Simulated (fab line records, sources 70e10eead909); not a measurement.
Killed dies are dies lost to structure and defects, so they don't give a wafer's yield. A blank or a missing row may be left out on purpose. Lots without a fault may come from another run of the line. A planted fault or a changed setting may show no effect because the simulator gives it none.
Chamber matching | flow nand_harc | NHARC_A_SLIT_ETCH_29 on rie_diel-01: 4 sister chambers
The step etches the open film in CF4/O2, target depth 100 nm, overetch 10 nm, time 55 s. 4 wafers are shown with their chamber, then 7 later ones without.

WAFERS WITH THEIR CHAMBER
wafer  | chamber | rf_vpp_V (V)
L325.3 | 2       | 197.2
L331.3 | 1       | 196.2
L336.2 | 3       | 198.1
L336.3 | 0       | 198.8

WAFERS WITHOUT THEIR CHAMBER
wafer  | rf_vpp_V (V)
L336.4 | 197.5
L337.4 | 198.1
L337.5 | 198.6
L337.6 | 196.7
L339.3 | 198.2
L339.4 | 197.9
L339.5 | 198.9

WHICH CHAMBER EACH WENT THROUGH
wafer  | from the rows above     | in truth
L336.4 | can't be placed: 2 or 3 | 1
L337.4 | 3                       | 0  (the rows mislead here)
L337.5 | can't be placed: 0 or 3 | 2
L337.6 | can't be placed: 1 or 2 | 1
L339.3 | can't be placed: 3 or 0 | 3
L339.4 | can't be placed: 3 or 2 | 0
L339.5 | 0                       | 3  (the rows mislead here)
Placed correctly: 0 of 7. Can't be placed from these rows: 5 (the true chamber is among the candidates in 2). Placed wrongly: 2.
How it was worked out, from the rows above alone: a wafer's distance from a chamber is the root of the sum, over the readings, of the square of ((its reading less the chamber's mean) divided by the reading's scatter). The wafer belongs to the nearest chamber; if the next one is less than 2 further off, it can't be placed. A chamber's mean is the mean of its shown wafers. The scatter: with one shown wafer a chamber, the root of the mean of the squares of how far each hidden wafer lies from its nearest shown one.
